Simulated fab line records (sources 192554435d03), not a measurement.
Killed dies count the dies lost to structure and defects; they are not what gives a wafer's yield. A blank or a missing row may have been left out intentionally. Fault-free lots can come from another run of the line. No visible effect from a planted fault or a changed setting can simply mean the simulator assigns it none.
fab line records | flow n5Finfet
[record] lots = 4 wafers = 12 lastDay = 14
route steps=1938 shown TV_LITHO@1886 TV_OPEN@1887 PAD_METAL@1893 PASSIVATION@1897
lots that met no fault: from a run of the same line without faults
startH: start of the lot's first displayed wafer, in hours after the record's first day | waitH: hours since the lot's step before | " unchanged from the row above | L1.1+2: several wafers, shown together as one row | - either no value or no given start | * or withheld: withheld | < > ~ a bound
route shown NAME@n: NAME is a module with steps in the file, n the number in the route of the first one | usual: mean and standard deviation over wafers with no fault | same: alike in all rows | chamber/n: place in a boat | sites: per-site readings | _std_site: the standard deviation of these | _edge_site: the outer-site mean with the inner-site mean subtracted | radiusMm: for every site, how far away it sits from the centre of the wafer | mask NAME#n: copy n | behind: the last tool/chamber to shape the wafer | hold: reason for holding the lot/hours on hold/outcome of the hold | device: the transistor (n, p or np) that didn't switch | end of line: tests of these same wafers at the route's end | for a step that has no rows: nothing shown but its recipe | killed: dies lost to structure and defects at the first sort, not the wafer's yield | map: dies across one wafer; x = killed, . = not, _ = none there
set.NAME: the setting the step ran with; set.NAME@STEP: the setting that earlier step ran with | model.NAME: the simulator's own value behind a step, which no gauge read
certain route steps with their lots: each step a table, each wafer a row
[[steps]]
[step N5_PASSIVATION_DESCUM_12]
[recipe] chemistry = O2 timeS = 7.9 sourcePowerW = 50 biasPowerW = 20 pressureMtorr = 20 rfFrequencyHz = 2.712e+07 tempC = 40 o2FlowSccm = 225
[step N5_PASSIVATION_PASS_ETCH_74]
[recipe] chemistry = CF4/O2 target = SiNx targetDepthA = 2200 timeS = 110 ionEnergyEv = 100 pressureMtorr = 40 sourceW = 535 biasW = 49 Ar_flow_sccm = 100 cf4FlowSccm = 100 O2_flow_sccm = 10
[step N5_PASSIVATION_VIA_ETCH_13]
[recipe] chemistry = CHF3/O2 target = SiO2 targetDepthA = 6600 CHF3_flow_sccm = 50 O2_flow_sccm = 5 Ar_flow_sccm = 200 timeS = 330 maskMaterial = PR pressureMtorr = 30 sourceW = 650 biasW = 170 ionEnergyEv = 200 ends = cleared
[step N5_PASSIVATION_STRIP_14]
[recipe] chemistry = O2 powerW = 600 tempC = 60 pressureMtorr = 30 rfFrequencyHz = 6e+07 biasPowerW = 0 overashFraction = 0.5 o2FlowSccm = 225
[step N5_PASSIVATION_ETCH_15]
[recipe] chemistry = CF4/N2 target = SiCN targetDepthA = 750 taperDeg = 2 timeS = 81.2 ionEnergyEv = 150 maskMaterial = SiNx pressureMtorr = 40 sourceW = 430 biasW = 70 Ar_flow_sccm = 100 cf4FlowSccm = 60 n2FlowSccm = 60
[step N5_PASSIVATION_STRIP_73]
[recipe] chemistry = postEtchResidueRemover timeS = 60 tempC = 25 removerPh = withheld removerWaterWtPct = withheld removerFluorideWtPct = withheld
[step N5_PASSIVATION_SRD_17]
[recipe] timeS = 30 tempC = 23 rinseLiquid = diw dry = n2Spin spinRpm = 1500 dryTimeS = 30
[step N5_PASSIVATION_DEGAS_18]
[recipe] ambient = vacuum tempC = 300 timeS = 60
[step N5_PASSIVATION_PRE_CLEAN_19]
[recipe] gas = H2/He timeS = * tempC = *
[step N5_PASSIVATION_SPUTTER_20]
[recipe] material = TaN targetThkA = 500 tempC = 25 chamberPressurePa = 0.4
[usual] chamberPressurePa = 0.4000/0.00082 substrateTempC = 25.00/0.11 throttleValvePct = 29.9/0.87
// columns lot.wafer tool chamber startH waitH chamberPressurePa substrateTempC throttleValvePct
L554.2 pvdSputter-03 - 292.13 0.0 0.3996 25.06 30.4
L554.3 " - " " 0.3998 24.95 29.8
L554.5 " - " " 0.4010 25.09 30.0
L555.2 pvdSputter-03 - 303.77 0.0 0.4004 25.09 30.8
L555.4 " - " " 0.4000 24.98 29.8
L555.6 " - " " 0.4003 24.95 29.7
L557.2 pvdSputter-03 - 319.78 0.0 0.3984 25.09 30.8
L557.3 " - " " 0.4002 25.04 30.2
L557.4 " - " " 0.3995 25.10 29.5
L558.1 pvdSputter-02 - 329.88 0.0 0.4002 25.06 28.9
L558.2 " - " " 0.3993 25.02 29.0
L558.3 " - " " 0.3985 24.97 28.9
[step N5_PASSIVATION_AL_DEP_21]
[recipe] material = Al targetThkA = 28000 tempC = 400 timeS = 170 powerW = 30000 chamberPressurePa = 0.4 gas = Ar
[step N5_PASSIVATION_HMDS_23]
[recipe] timeS = 60 tempC = 120
[step N5_PASSIVATION_COAT_24]
[recipe] spinRpm = 3000 resistThkNm = withheld
[step N5_PASSIVATION_EBR_26]
[recipe] solvent = PGMEA ebrWidthMm = 1.5
[step N5_PASSIVATION_SOFTBAKE_25]
[recipe] tempC = 100 timeS = 90
[step N5_PASSIVATION_EXPOSE_27]
[recipe] maskId = PAD na = 0.55 sourceShape = conventional sigmaOuter = 0.8 polarization = unpolarized defocusNm = 0 doseMj = 32.3
[step N5_PASSIVATION_PEB_28]
[recipe] pebTempC = withheld pebTimeS = *
[step N5_PASSIVATION_DEVELOP_29]
[recipe] developTimeS = 60 rinseLiquid = diw dry = airSpin devTempC = 21
[step N5_PASSIVATION_HARDBAKE_31]
[recipe] tempC = 130 timeS = 120
[step N5_PASSIVATION_DESCUM_32]
[recipe] chemistry = O2 timeS = 7.9 sourcePowerW = 50 biasPowerW = 20 pressureMtorr = 20 rfFrequencyHz = 2.712e+07 tempC = 40 o2FlowSccm = 225
[step N5_PASSIVATION_AL_ETCH_33]
[recipe] chemistry = Cl2/BCl3 targetDepthA = 28000 overEtchFrac = 0.15 Cl2_flow_sccm = 180 bcl3FlowSccm = 60 target = Al stopOn = TaN timeS = 466.7 ionEnergyEv = 100 pressureMtorr = 10 icpW = 900 biasW = 100
[step N5_PASSIVATION_ETCH_59]
[recipe] chemistry = Cl2/BCl3 target = TaN targetDepthA = 650 timeS = 34.9 ionEnergyEv = 100 pressureMtorr = 10 icpW = 900 biasW = 100 Cl2_flow_sccm = 60 bcl3FlowSccm = 30
[step N5_PASSIVATION_STRIP_34]
[recipe] chemistry = O2 powerW = 600 tempC = 60 pressureMtorr = 30 rfFrequencyHz = 6e+07 biasPowerW = 0 overashFraction = 2 o2FlowSccm = 225
[step N5_PASSIVATION_STRIP_51]
[recipe] chemistry = postEtchResidueRemover timeS = 1200 tempC = 72.5
[step N5_PASSIVATION_CLEAN_69]
[recipe] chemistry = IPA timeS = 180 tempC = 25
[step N5_PASSIVATION_SRD_70]
[recipe] dry = ipaMarangoni timeS = 30 tempC = 23 rinseLiquid = diw
[step N5_PASSIVATION_PECVD_53]
[recipe] material = SiO2 targetThkA = 8000 tempC = 400 precursor = TEOS/O2 pressureTorr = 6.5 rfW = withheld teosFlowSccm = withheld gas = O2 flowSccm = 2650 timeS = 169.4
[step N5_PASSIVATION_PECVD_35]
[recipe] material = SiNx targetThkA = 7000 tempC = 400 precursor = SiH4/NH3/N2 pressureTorr = 4.9 rfW = 1406 timeS = 151.3
[step N5_PASSIVATION_HMDS_37]
[recipe] timeS = 60 tempC = 120
[step N5_PASSIVATION_COAT_38]
[recipe] spinRpm = 3000 resistThkNm = withheld
[step N5_PASSIVATION_EBR_40]
[recipe] solvent = PGMEA ebrWidthMm = 1.5
[step N5_PASSIVATION_SOFTBAKE_39]
[recipe] tempC = 110 timeS = 120
[step N5_PASSIVATION_EXPOSE_41]
[recipe] maskId = PASS_OPEN na = 0.55 defocusNm = 0 sourceShape = conventional sigmaOuter = 0.8 polarization = unpolarized targetCdNm = 40000 doseMj = 57.25
[step N5_PASSIVATION_PEB_42]
[recipe] pebTempC = withheld pebTimeS = *
[step N5_PASSIVATION_DEVELOP_43]
[recipe] developTimeS = 60 rinseLiquid = diw dry = airSpin devTempC = 21
[step N5_PASSIVATION_HARDBAKE_45]
[recipe] tempC = 130 timeS = 120
[step N5_PASSIVATION_PROBE_49]
[usual] defectLimitedYield = 91.7/1.5 killed_at_M0_to_M3 = 30/8.6 killed_at_M4_up = 12/4.5 killedAtContacts = 13/5.8 killedAtFrontEnd = 38/11 killedAtOther = 4/3 killedDies = 97/17 killedOpen = 63/12 killedShort = 32/8.8 sort_bin_5_function = 4.8/0.91 sort_bin_6_memory = 3.1/0.68 sortNPass = 1083/17 sortYieldPct = 91.7/1.5
[same] grossDies = 1180 killedAtBackSide = 0 sort_bin_4_leakage[%] = 0 sort_bin_8_speed[%] = 0
// columns lot.wafer tool chamber startH waitH defectLimitedYield[%] killed_at_M0_to_M3 killed_at_M4_up killedAtContacts killedAtFrontEnd killedAtOther killedDies killedOpen killedShort sort_bin_5_function[%] sort_bin_6_memory[%] sortNPass sortYieldPct[%]
L555.2 prober-02 - 310.11 0.1 85.8 19 7 10 41 90 167 53 28 9.2 3.6 1013 85.8
L555.4 prober-02 - 310.21 0.2 84.0 21 11 13 48 96 189 57 34 10.3 4.3 991 84.0
L555.6 prober-02 - 310.31 0.3 84.3 28 8 14 39 96 185 51 41 10.2 3.5 995 84.3
L557.2 prober-02 - 325.53 0.1 86.0 25 8 17 22 93 165 43 28 9.2 3.5 1015 86.0
L557.3 prober-02 - 325.58 0.1 83.6 28 16 13 42 94 193 64 32 10.7 4.7 987 83.6
L557.4 prober-02 - 325.63 0.2 85.8 32 11 4 29 91 167 50 27 9.3 3.8 1013 85.8
// killed by level:class
L555.2 PAD_METAL:unspecified=85 STI_FIN_REVEAL:geometricParticle:open=18 MOL_CONTACT_COAG:geometricParticle:open=8 BEOL_M1:geometricParticle:open=6 GATE_CUT:geometricParticle:short=5 BEOL_M3:geometricParticle:short=5 STI_FIN_REVEAL:geometricParticle:short=4 BEOL_M7:geometricParticle:open=4
L555.4 PAD_METAL:unspecified=95 MOL_CONTACT_COAG:geometricParticle:open=12 STI_FIN_REVEAL:geometricParticle:open=11 FIN_SAQP:geometricParticle:short=8 GATE_CUT:geometricParticle:short=8 BEOL_M2:geometricParticle:open=6 BEOL_M3:geometricParticle:open=4 BEOL_M3:geometricParticle:short=3
L555.6 PAD_METAL:unspecified=91 MOL_CONTACT_COAG:geometricParticle:open=12 STI_FIN_REVEAL:geometricParticle:open=10 FIN_SAQP:geometricParticle:short=9 BEOL_M0_SAQP:geometricParticle:short=8 BEOL_M3:geometricParticle:short=6 FIN_SAQP:geometricParticle:open=5 BEOL_M0_SAQP:geometricParticle:open=5
L557.2 PAD_METAL:unspecified=91 MOL_CONTACT_COAG:geometricParticle:open=13 BEOL_M2:geometricParticle:open=6 BEOL_M3:geometricParticle:open=6 BEOL_M0_SAQP:geometricParticle:short=5 MOL_CONTACT_COAG:geometricParticle:short=4 STARTING-WAFER:geometricParticle:short=4 STARTING-WAFER:geometricParticle:open=3
L557.3 PAD_METAL:unspecified=94 MOL_CONTACT_COAG:geometricParticle:open=10 GATE_CUT:geometricParticle:short=9 BEOL_M1:geometricParticle:open=8 DUMMY_GATE:geometricParticle:open=7 GATE_CUT:geometricParticle:open=7 BEOL_M4:geometricParticle:open=7 BEOL_M0_SAQP:geometricParticle:open=6
L557.4 PAD_METAL:unspecified=89 BEOL_M3:geometricParticle:open=12 GATE_CUT:geometricParticle:short=8 STI_FIN_REVEAL:geometricParticle:open=5 STARTING-WAFER:geometricParticle:short=5 MOL_CONTACT_COAG:geometricParticle:open=4 BEOL_M1:geometricParticle:open=4 BEOL_M0_SAQP:geometricParticle:short=3
// map L555.4 (x killed, . not)
_________________.....x.xx...________________
______________.........x........_____________
___________..x.....................__________
__________.....x.......xxx.........._________
________......x.x.......x............._______
_______..................x.............______
______...xx.........x.xxx.x............._____
_____...............x.xxxx...............____
____...............xx.xxxxx..x...x........___
___...x.....x......x.xxxxxxx....x..........__
___................xxxxxxxxxxx..x.x....x...__
__.....x.........xxxxxxxxxxx..x............._
__........x.......xxxxxxxxxx.x...x.......x.._
_.......x........xxxxxxxxxxxxxx..............
_.x..x...x.x...x..xxxxxxxxxxxx.........x....x
_.................x.x.xxx.xx.x...........x..x
_x...............xx..x....x.......x...x..x...
_......x............x..xx....x...............
_..................x....x....x....x.........x
_.........x.....................x............
_.............................xx...........x.
__.x......................x........x...x...._
__....................xx...................._
___...................x.......x............__
___..................x.....................__
____.......x..................x.x....x....___
_____.x.......x.......x..............x...____
______.x.........x....x............x...._____
_______..............x.x............x..______
________.....x..............x........._______
__________..........xx..........x..._________
___________....x..x.....x..x.x.....__________
______________..............x..x_____________
_________________............________________
// map L557.3 (x killed, . not)
_________________....x.......________________
______________...........x......_____________
___________x...x.....x..........x..__________
__________..................xxx...x._________
________..............x.x..........x.._______
_______..x......x......x......x........______
______..x....x..x......................._____
_____...x...............xx...............____
____.........................x...x.....x..___
___.........x........x....xx.....x.........__
___..x.....................................__
__....xx........x.x..x..x.xx.xx............._
__....................x..x.xxxx...x.x......._
_...xx..x........x.....xxxxxxxxx....x........
_......................xxxxxxxx.xx.........xx
_.x..x........x......xxxxxxxxxxxxx...........
_.x..x.............x.x..xxxxxxxx...x.x.......
_.............xx...xxxx.xxxxxx.x.x..........x
_................x....xxx.xxxxx.x.x.......x..
_.......................xxxxxxxxxx...........
_.....x.............xx.x.xxxx..x...x.....x...
__...............x......xx.....x........x..._
__......x............x....x................x_
___......x..x...........x.....x.x..........__
___...x.....x.......x.x...xx...............__
____......x.........x.....................___
_____..x.x...........................xx..____
______.........................x.......x_____
_______....x..........................x______
________......................x......._______
__________..............x....x.x...._________
___________....x...........x...xxx.__________
______________.................._____________
_________________............________________
[[key]]
[firstSign] step = N5_PASSIVATION_PROBE_49 reading = killedAtOther direction = up sigmas = 30 usual = 4 struck = 93
[effect] step = N5_PASSIVATION_PROBE_49 reading = killedDies direction = up sigmas = 4.6 usual = 97 struck = 178
[moreKillsBornAt] N5_PASSIVATION_SPUTTER_20@pvdSputter-03 = 545
metAt N5_PASSIVATION_SPUTTER_20
struckWafers L555.2,L555.4,L555.6,L557.2,L557.3,L557.4
onsetBetween 292.13 303.77
[fault] kind = chamberParticleSource tool = pvdSputter-03 chamber = - onsetH = 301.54 steps = N5_PASSIVATION_SPUTTER_20 ratePerVisitCm2 = 0.37632 endH = 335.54
